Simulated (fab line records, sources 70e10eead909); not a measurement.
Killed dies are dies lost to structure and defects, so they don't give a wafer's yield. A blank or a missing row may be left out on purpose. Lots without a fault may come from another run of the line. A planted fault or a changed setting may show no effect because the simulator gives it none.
fab line records | flow nand_harc | part 1 of 2: steps 1 to 4 of 6
record lots=21 wafers=63 last_day=33
route steps=1302 shown A_STAIRCASE@784 A_SGD_CUT@910
lots that met no fault: from a run of the same line without faults
start_h: hours from the record's first day to the start of the lot's first wafer shown | wait_h: hours since the lot's step before | " the same as in the row above | L1.1+2: a row that stands for several wafers | - no value, or no start given | * or withheld: withheld | < > ~ a bound
route shown NAME@n: a module of which the file shows steps, and the number in the route of the first | usual: mean/standard deviation of fault-free wafers | same: alike in all rows | chamber/n: place in a boat | sites: the reading at each site | _std_site: their standard deviation | _edge_site: outer sites' mean less inner sites' | radius_mm: how far each site lies from the wafer's centre | mask NAME#n: copy n | behind: the tool/chamber that last shaped the wafer | hold: why the lot was held/for how many hours/how that ended | device: the transistor (n, p or np) that didn't switch | end of line: the same wafers' tests at the end of the route | a step without rows: its recipe alone | killed: dies lost to structure and defects at the first sort, not the wafer's yield | map: a wafer's dies, x killed, . not, _ none there
set.NAME: the setting as run; set.NAME@STEP: as run at that earlier step | model.NAME: the simulator's own value behind a step, which no gauge read
steps of the route over a sample of lots; a table a step, a row a wafer
services: from which hour (start_h, from the record's first day; less than 0 if before it) a tool's chamber was out of use, for how many hours, and why
## steps
# step NHARC_A_STAIRCASE_DESCUM_270
# recipe time_s=3 o2_flow_sccm=200 ar_flow_sccm=0 bias_power_w=0 chemistry=O2
# usual drypump_motor_current_A=5.6/0.44 o2_flow_sccm=200.0/0.61 oes_product_au=0.998/0.009 rf_vpp_V=57.7/0.84 showerhead_plenum_p_Torr=1.91/0.066 throttle_valve_pct=11.311/0.0098
# columns lot.wafer tool chamber start_h wait_h drypump_motor_current_A o2_flow_sccm oes_product_au rf_hours_counter_h rf_vpp_V showerhead_plenum_p_Torr throttle_valve_pct
L075.1 rie_diel-03 1 377.68 - 5.7 200.4 0.999 26 57.5 1.83 11.305
L075.6 " 1 " " 5.7 199.7 1.001 - 56.7 1.83 11.313
L075.4 " 3 " " 5.9 199.5 1.007 - 58.1 2.00 11.301
L074.2 rie_diel-09 3 379.17 - 5.6 200.5 1.000 15 58.0 1.96 11.316
L074.1 " 0 " " 5.2 200.8 1.016 17 57.9 1.88 11.287
L074.5 " 0 " " 5.2 199.8 1.003 - 57.2 1.88 11.311
L076.3 rie_diel-09 2 393.24 - 5.2 199.3 0.995 19 58.3 1.86 11.297
L076.4 " 3 " " 5.6 198.9 0.992 19 57.7 1.96 11.319
L076.2 " 0 " " 5.2 199.3 0.999 21 57.3 1.88 11.325
L077.1 rie_diel-09 1 397.81 - 5.9 199.5 0.993 19 57.7 1.99 11.310
L077.2 " 2 " " 5.2 200.6 1.004 22 58.8 1.85 11.320
L077.3 " 0 " " 5.2 199.5 1.009 23 56.9 1.88 11.299
L078.1 rie_diel-03 2 398.98 - 5.4 200.0 1.003 29 58.0 2.00 11.321
L078.2 " 3 " " 5.9 200.3 1.000 34 58.4 1.99 11.306
L078.6 " 0 " " 6.0 200.1 1.002 - 58.3 1.80 11.318
L079.2 rie_diel-03 0 430.29 - 5.9 199.4 0.997 47 58.1 1.80 11.305
L079.6 " 0 " " 6.0 199.6 1.003 - 55.8 1.80 11.311
L079.5 " 1 " " 5.7 200.7 1.005 - 58.0 1.82 11.327
L080.2 rie_diel-09 1 437.65 - 6.0 200.1 0.988 32 57.0 1.99 11.300
L080.1 " 2 " " 5.2 199.9 1.005 33 56.9 1.85 11.300
L080.4 " 1 " " 6.0 199.9 0.998 - 57.8 1.99 11.293
L081.3 rie_diel-10 0 438.90 - 5.4 199.7 0.992 2 57.8 1.93 11.318
L081.1 " 1 " " 6.4 200.0 0.983 2 57.1 1.91 11.317
L081.5 " 3 " " 4.7 200.5 1.000 - 57.7 1.90 11.300
L082.2 rie_diel-03 2 457.88 - 5.4 200.1 1.003 48 58.8 1.99 11.307
L082.4 " 3 " " 5.9 199.4 1.004 52 57.5 1.99 11.287
L082.5 " 1 " " 5.8 198.7 1.002 - 57.7 1.82 11.310
L084.4 rie_diel-09 3 470.51 - 5.6 200.1 1.001 42 59.4 1.95 11.321
L084.1 " 0 " " 5.2 200.3 1.013 41 58.0 1.88 11.303
L084.6 " 3 " " 5.6 199.8 1.002 - 57.8 1.95 11.293
L086.1 rie_diel-10 2 490.48 - 6.1 200.2 0.987 23 58.3 2.03 11.311
L086.2 " 1 " " 6.4 199.7 0.996 23 57.8 1.91 11.315
L086.5 " 2 " " 6.1 200.2 1.008 - 58.2 2.03 11.315
L085.1 rie_diel-09 0 494.57 - 5.2 199.7 1.017 50 57.4 1.87 11.308
L085.2 " 1 " " 6.0 200.3 0.992 54 57.9 1.98 11.302
L085.5 " 3 " " 5.6 199.3 1.004 - 57.9 1.95 11.309
L088.3 rie_diel-10 1 510.45 - 6.4 199.4 0.994 30 57.9 1.90 11.302
L088.5 " 3 " " 4.7 199.4 0.979 - 57.4 1.89 11.312
L088.6 " 0 " " 5.4 199.9 0.991 - 58.8 1.92 11.325
L089.2 rie_diel-09 1 522.80 - 6.0 199.5 0.999 1 57.3 1.98 11.297
L089.4 " 2 " " 5.2 200.4 0.993 1 57.0 1.84 11.298
L089.5 " 1 " " 6.0 199.7 0.993 - 57.5 1.98 11.304
L090.2 rie_diel-10 2 541.41 - 6.1 199.1 0.984 40 57.9 2.02 11.310
L090.5 " 2 " " 6.0 199.6 0.995 - 57.6 2.02 11.307
L090.6 " 3 " " 4.7 200.3 0.996 - 58.7 1.89 11.330
L091.2 rie_diel-10 1 549.39 - 6.4 200.3 1.008 40 58.3 1.90 11.312
L091.3 " 2 " " 6.1 201.6 0.986 42 57.0 2.02 11.316
L091.1 " 3 " " 4.7 200.0 0.988 42 57.3 1.89 11.310
L093.5 rie_diel-10 2 573.39 - 6.1 199.8 0.987 - 58.2 2.02 11.314
L093.6 " 3 " " 4.7 199.1 0.995 - 58.0 1.89 11.299
L093.4 " 0 " " 5.5 200.8 0.992 - 57.4 1.91 11.321
L094.3 rie_diel-09 0 575.62 - 5.2 198.7 1.003 17 59.7 1.87 11.326
L094.1 " 3 " " 5.6 200.1 1.002 18 58.2 1.94 11.311
L094.6 " 0 " " 5.2 198.5 0.999 - 55.8 1.87 11.313
L095.3 rie_diel-10 1 583.89 - 6.4 199.4 0.995 58 57.6 1.89 11.326
L095.4 " 2 " " 6.1 199.4 0.991 59 58.5 2.02 11.309
L095.5 " 0 " " 5.4 200.1 1.000 - 56.6 1.91 11.324
L096.1 rie_diel-09 2 596.57 - 5.2 200.0 0.977 21 57.7 1.84 11.289
L096.4 " 0 " " 5.2 201.0 1.007 23 57.5 1.87 11.309
L096.6 " 1 " " 6.0 199.5 0.986 - 57.9 1.97 11.294
L097.3 rie_diel-09 1 598.57 - 6.0 199.8 0.998 21 58.4 1.97 11.314
L097.4 " 3 " " 5.6 200.7 1.015 26 56.4 1.94 11.303
L097.6 " 2 " " 5.2 199.3 0.988 - 56.1 1.84 11.303
# step NHARC_A_STAIRCASE_ETCH_292
# recipe cf4_flow_sccm=100 chf3_flow_sccm=30 ar_flow_sccm=0 rf_w=500 bias_w=200 chemistry=CF4/CHF3
# usual drypump_motor_current_A=5.6/0.5 oes_product_au=0.930/0.017 rf_vpp_V=370.7/1.9 showerhead_plenum_p_Torr=1.58/0.052 throttle_valve_pct=16.801/0.0085
# columns lot.wafer tool chamber start_h wait_h drypump_motor_current_A oes_product_au rf_hours_counter_h rf_vpp_V showerhead_plenum_p_Torr throttle_valve_pct
L075.1 rie_diel-10 2 389.12 0.1 6.0 0.914 42 373.1 1.67 16.788
L075.4 " 3 " " 4.7 0.905 40 370.8 1.57 16.795
L075.6 " 0 " " 5.5 0.934 - 369.8 1.59 16.798
L074.1 rie_diel-03 0 390.74 0.1 5.9 0.918 33 367.9 1.49 16.798
L074.2 " 1 " " 5.7 0.934 30 368.9 1.51 16.803
L074.5 " 1 " " 5.7 0.928 - 369.0 1.50 16.803
L076.2 rie_diel-09 1 399.78 0.1 6.0 0.917 20 372.6 1.63 16.800
L076.4 " 2 " " 5.2 0.927 23 369.0 1.53 16.809
L076.3 " 3 " " 5.6 0.924 22 372.7 1.61 16.799
L078.2 rie_diel-10 3 405.13 0.1 4.7 0.919 49 369.8 1.57 16.810
L078.1 " 0 " " 5.4 0.920 45 370.5 1.58 16.802
L078.6 " 2 " " 6.1 0.917 - 373.2 1.67 16.805
L077.3 rie_diel-10 0 410.47 0.1 5.4 0.931 47 371.3 1.58 16.811
L077.2 " 1 " " 6.4 0.930 46 369.9 1.57 16.796
L077.1 " 2 " " 6.1 0.923 53 373.6 1.67 16.803
L079.2 rie_diel-10 0 437.05 0.1 5.4 0.972 2 369.5 1.58 16.792
L079.5 " 1 " " 6.5 0.959 - 370.6 1.57 16.801
L079.6 " 2 " " 6.0 0.939 - 373.8 1.67 16.799
L080.2 rie_diel-09 2 444.09 0.1 5.2 0.929 36 369.1 1.53 16.808
L080.1 " 3 " " 5.6 0.935 34 373.8 1.61 16.800
L080.4 " 2 " " 5.2 0.945 - 369.5 1.52 16.800
L081.3 rie_diel-10 2 447.67 0.1 6.0 0.918 8 374.3 1.67 16.796
L081.1 " 3 " " 4.7 0.928 8 370.4 1.56 16.815
L081.5 " 1 " " 6.4 0.913 - 370.3 1.57 16.803
L082.2 rie_diel-10 3 467.15 0.1 4.7 0.915 16 370.6 1.56 16.810
L082.4 " 1 " " 6.4 0.928 16 369.8 1.57 16.811
L082.5 " 0 " " 5.4 0.920 - 370.9 1.58 16.799
L084.4 rie_diel-09 2 481.87 0.1 5.2 0.933 49 367.9 1.52 16.806
L084.1 " 3 " " 5.6 0.923 46 370.2 1.60 16.789
L084.6 " 2 " " 5.2 0.935 - 369.5 1.52 16.813
L086.2 rie_diel-10 2 496.76 0.1 6.0 0.921 25 374.3 1.66 16.804
L086.1 " 3 " " 4.7 0.929 24 370.3 1.56 16.813
L086.5 " 3 " " 4.7 0.926 - 369.3 1.56 16.783
L085.1 rie_diel-10 0 500.53 0.1 5.4 0.977 26 370.4 1.58 16.811
L085.2 " 2 " " 6.1 0.956 26 372.6 1.66 16.804
L085.5 " 1 " " 6.5 0.970 - 370.9 1.57 16.800
L088.3 rie_diel-03 2 518.54 0.1 5.3 0.925 12 373.2 1.63 16.790
L088.6 " 2 " " 5.4 0.917 - 372.3 1.63 16.804
L088.5 " 3 " " 5.9 0.921 - 372.3 1.63 16.802
L089.2 rie_diel-03 3 531.63 0.1 5.9 0.940 18 370.9 1.63 16.802
L089.4 " 0 " " 5.9 0.939 16 365.3 1.48 16.805
L089.5 " 1 " " 5.7 0.920 - 369.5 1.50 16.799
L090.2 rie_diel-10 2 547.30 0.1 6.1 0.911 41 372.5 1.66 16.791
L090.6 " 1 " " 6.4 0.924 - 368.3 1.56 16.803
L090.5 " 2 " " 6.0 0.909 - 373.0 1.66 16.795
L091.2 rie_diel-09 0 565.88 0.1 5.2 0.925 12 370.5 1.54 16.806
L091.1 " 1 " " 6.0 0.920 11 372.2 1.62 16.811
L091.3 " 2 " " 5.2 0.913 12 368.8 1.52 16.809
L093.4 rie_diel-03 2 581.46 0.1 5.4 0.927 30 372.3 1.63 16.802
L093.6 " 1 " " 5.7 0.915 - 369.7 1.49 16.812
L093.5 " 2 " " 5.4 0.932 - 371.9 1.63 16.801
L094.1 rie_diel-09 1 582.36 0.1 6.0 0.919 17 372.4 1.62 16.793
L094.3 " 3 " " 5.6 0.921 21 370.4 1.60 16.807
L094.6 " 0 " " 5.2 0.929 - 369.1 1.54 16.819
L095.4 rie_diel-09 1 590.57 0.2 6.0 0.917 19 371.7 1.62 16.795
L095.3 " 0 " " 5.2 0.928 22 369.2 1.54 16.818
L095.5 " 1 " " 6.0 0.924 - 372.7 1.62 16.785
L097.3 rie_diel-10 2 605.79 0.1 6.1 0.949 0 372.8 1.65 16.792
L097.4 " 3 " " 4.7 0.955 0 369.6 1.55 16.808
L097.6 " 1 " " 6.4 0.947 - 370.3 1.56 16.805
L096.4 rie_diel-09 2 608.58 3.0 5.2 0.903 31 368.5 1.51 16.802
L096.1 " 0 " " 5.2 0.930 30 369.0 1.54 16.803
L096.6 " 3 " " 5.6 0.924 - 370.9 1.60 16.802
# step NHARC_A_STAIRCASE_STRIP_316
# recipe o2_flow_sccm=500 ar_flow_sccm=0 bias_w=0 chemistry=O2
# usual drypump_motor_current_A=5.6/0.42 o2_flow_sccm=500.0/1.6 oes_product_au=1.000/0.0094 rf_vpp_V=57.7/0.87 showerhead_plenum_p_Torr=3.54/0.11 throttle_valve_pct=17.037/0.0096
# columns lot.wafer tool chamber start_h wait_h drypump_motor_current_A o2_flow_sccm oes_product_au rf_hours_counter_h rf_vpp_V showerhead_plenum_p_Torr throttle_valve_pct
L075.1 rie_diel-09 2 - - 5.2 496.9 1.007 21 57.3 3.43 17.041
L075.4 " 3 " " 5.7 499.9 1.000 20 58.9 3.61 17.031
L075.6 " 3 " " 5.7 500.3 1.016 - 58.2 3.61 17.039
L074.2 rie_diel-09 1 - - 6.0 502.1 0.998 19 57.5 3.66 17.037
L074.1 " 2 " " 5.2 500.3 1.008 21 58.0 3.43 17.034
L074.5 " 3 " " 5.6 499.4 1.006 - 57.6 3.61 17.031
L076.4 rie_diel-10 3 - - 4.7 501.1 0.993 52 58.2 3.51 17.029
L076.3 " 0 " " 5.4 497.6 1.009 48 57.9 3.55 17.058
L076.2 " 1 " " 6.4 501.5 0.997 47 58.9 3.53 17.030
L078.1 rie_diel-09 2 - - 5.2 500.6 1.008 27 56.7 3.42 17.023
L078.2 " 1 " " 6.0 498.7 1.005 26 58.1 3.66 17.042
L078.6 " 2 " " 5.2 501.2 1.012 - 56.8 3.42 17.043
L077.2 rie_diel-09 1 - - 6.0 502.0 1.010 27 60.4 3.66 17.035
L077.3 " 3 " " 5.6 499.1 1.012 26 57.8 3.61 17.035
L077.1 " 0 " " 5.2 501.0 1.016 30 60.0 3.47 17.025
L079.2 rie_diel-09 1 - - 6.0 501.9 1.005 35 58.6 3.65 17.030
L079.6 " 1 " " 6.0 501.7 1.004 - 58.0 3.65 17.031
L079.5 " 2 " " 5.2 499.4 1.012 - 56.8 3.42 17.030
L080.2 rie_diel-09 3 - - 5.6 499.9 1.004 36 57.3 3.60 17.027
L080.1 " 0 " " 5.2 499.1 1.008 34 58.5 3.47 17.048
L080.4 " 1 " " 6.0 501.6 0.999 37 59.3 3.65 17.030
L081.3 rie_diel-03 3 - - 5.9 502.8 1.016 51 58.9 3.66 17.025
L081.1 " 0 " " 5.9 498.5 1.000 53 56.5 3.33 17.034
L081.5 " 3 " " 5.9 501.7 1.000 - 58.1 3.66 17.036
L082.4 rie_diel-03 3 - - 5.9 497.7 0.990 2 56.8 3.65 17.036
L082.2 " 0 " " 5.9 500.1 1.013 2 57.4 3.33 17.042
L082.5 " 1 " " 5.7 502.3 0.992 - 56.0 3.36 17.032
L084.1 rie_diel-03 2 - - 5.4 502.1 0.996 4 58.8 3.66 17.029
L084.4 " 3 " " 5.9 498.4 1.001 4 57.5 3.65 17.036
L084.6 " 2 " " 5.4 501.3 1.005 - 58.9 3.66 17.032
L086.1 rie_diel-03 3 - - 5.9 499.7 1.009 7 57.9 3.65 17.046
L086.2 " 0 " " 5.9 501.0 1.007 7 56.0 3.32 17.039
L086.5 " 3 " " 5.9 499.0 0.996 - 57.6 3.65 17.046
L085.1 rie_diel-10 3 - - 4.7 498.1 0.992 31 57.3 3.49 17.032
L085.2 " 0 " " 5.4 498.9 0.999 30 58.2 3.53 17.032
L085.5 " 3 " " 4.7 499.0 0.988 - 57.7 3.49 17.054
L088.3 rie_diel-10 3 - - 4.7 499.6 0.984 34 56.7 3.49 17.037
L088.6 " 3 " " 4.7 501.3 0.987 - 58.2 3.49 17.026
L088.5 " 0 " " 5.5 501.6 0.984 - 57.1 3.53 17.046
L089.2 rie_diel-09 3 - - 5.7 502.5 1.005 9 57.5 3.59 17.048
L089.4 " 3 " " 5.6 500.7 1.008 - 57.8 3.59 17.033
L089.5 " 1 " " 6.0 499.8 0.990 - 58.7 3.64 17.043
L090.2 rie_diel-09 3 - - 5.6 501.4 1.006 13 57.5 3.58 17.047
L090.6 " 3 " " 5.6 501.3 0.988 - 58.8 3.58 17.038
L090.5 " 0 " " 5.2 502.3 1.005 - 58.3 3.45 17.023
L091.2 rie_diel-03 2 - - 5.4 496.7 0.999 29 57.2 3.65 17.022
L091.3 " 0 " " 6.0 501.4 1.019 29 56.6 3.31 17.037
L091.1 " 1 " " 5.7 499.0 0.989 30 57.3 3.35 17.037
L093.4 rie_diel-10 0 - - 5.5 500.0 1.006 59 58.6 3.52 17.038
L093.6 " 2 " " 6.1 498.9 0.986 - 57.6 3.71 17.057
L093.5 " 3 " " 4.7 500.7 0.984 - 59.1 3.48 17.047
L094.1 rie_diel-09 3 - - 5.6 497.9 0.999 23 57.9 3.58 17.031
L094.3 " 1 " " 6.0 497.8 0.991 20 58.6 3.63 17.059
L094.6 " 3 " " 5.7 501.6 1.001 - 56.5 3.58 17.043
L095.4 rie_diel-09 1 - - 6.0 501.4 0.995 21 57.7 3.63 17.060
L095.3 " 2 " " 5.2 502.0 0.983 22 57.4 3.40 17.059
L095.5 " 1 " " 6.0 501.0 0.985 - 57.9 3.63 17.040
L097.4 rie_diel-09 0 - - 5.2 499.4 1.011 31 57.8 3.44 17.037
L097.3 " 3 " " 5.6 497.1 1.013 32 57.8 3.57 17.049
L097.6 " 0 " " 5.2 499.7 1.011 - 55.9 3.44 17.029
L096.4 rie_diel-09 2 - - 5.2 498.7 0.984 32 57.8 3.39 17.022
L096.1 " 3 " " 5.6 500.6 1.002 32 56.9 3.57 17.035
L096.6 " 1 " " 6.0 499.5 0.994 - 58.7 3.62 17.032
# step NHARC_A_STAIRCASE_ALD_420
# recipe target_thk_a=200 pulse_time_s=6 ald_cycles=200 temp_c=300 material=SiO2
# usual heater_power_w=447/37 precursor_pulse_height_rel=1.002/0.019
# same pulse_time_s=6
# columns lot.wafer tool chamber start_h wait_h heater_power_w precursor_pulse_height_rel since_wet_clean_h
L074.2 ald_hk-04 2 402.55 - 488 0.993 138
L074.1 " 3 " " 478 1.020 138
L074.5 " 1 " " 495 1.007 -
L075.1 ald_hk-01 0 402.56 - 517 0.984 96
L075.4 " 1 " " 361 1.051 97
L075.6 " 3 " " 473 0.995 -
L078.1 ald_hk-04 1 419.62 - 498 0.978 155
L078.2 " 2 " " 473 0.980 155
L078.6 " 2 " " 494 0.987 -
L076.4 ald_hk-03 3 419.77 - 458 1.040 20
L076.2 " 0 " " 433 0.978 20
L076.3 " 1 " " 468 0.978 20
L077.2 ald_hk-04 0 426.03 0.1 436 1.023 161
L077.3 " 2 " " 485 0.964 162
L077.1 " 3 " " 476 0.973 162
L079.2 ald_hk-01 2 453.18 - 423 1.004 147
L079.6 " 1 " " 360 1.006 -
L079.5 " 2 " " 439 1.031 -
L080.4 ald_hk-01 1 456.15 - 381 1.027 150
L080.1 " 2 " " 428 0.999 150
L080.2 " 0 " " 509 0.998 150
L081.1 ald_hk-03 1 459.53 - 463 1.016 60
L081.3 " 0 " " 417 0.979 60
L081.5 " 2 " " 397 1.000 -
L082.2 ald_hk-04 0 482.23 - 457 1.005 39
L082.4 " 2 " " 477 1.023 39
L082.5 " 0 " " 465 0.996 -
L084.1 ald_hk-04 1 499.55 - 500 1.018 56
L084.4 " 3 " " 448 1.033 56
L084.6 " 1 " " 503 1.038 -
L086.1 ald_hk-01 3 509.56 - 440 1.003 25
L086.2 " 2 " " 455 1.012 26
L086.5 " 0 " " 489 1.001 -
L085.1 ald_hk-04 2 514.42 - 471 0.992 71
L085.2 " 3 " " 460 1.048 71
L085.5 " 1 " " 497 0.988 -
L088.3 ald_hk-03 0 532.20 - 431 0.997 132
L088.6 " 2 " " 406 0.983 -
L088.5 " 3 " " 458 0.991 -
L089.4 ald_hk-01 1 543.98 - 377 1.010 60
L089.2 " 2 " " 456 0.989 60
L089.5 " 0 " " 499 1.016 -
L090.2 ald_hk-01 2 561.55 - 452 1.023 77
L090.6 " 3 " " 439 1.007 -
L090.5 " 0 " " 500 1.002 -
L091.3 ald_hk-01 2 582.13 - 459 0.989 98
L091.1 " 3 " " 435 0.985 98
L091.2 " 0 " " 490 1.014 98
L093.4 ald_hk-01 3 595.36 - 435 1.003 111
L093.6 " 1 " " 383 1.007 -
L093.5 " 2 " " 466 0.958 -
L094.3 ald_hk-03 2 604.72 - 413 1.004 26
L094.1 " 1 " " 469 0.991 27
L094.6 " 2 " " 400 0.997 -
L095.3 ald_hk-03 1 605.97 - 487 1.041 28
L095.4 " 2 " " 409 0.974 28
L095.5 " 3 " " 448 0.997 -
L097.4 ald_hk-03 3 618.34 - 446 1.007 40
L097.3 " 1 " " 483 0.988 40
L097.6 " 2 " " 413 1.009 -
L096.1 ald_hk-03 3 622.88 - 455 0.973 44
L096.4 " 2 " " 412 0.972 45
L096.6 " 0 " " 398 0.986 -
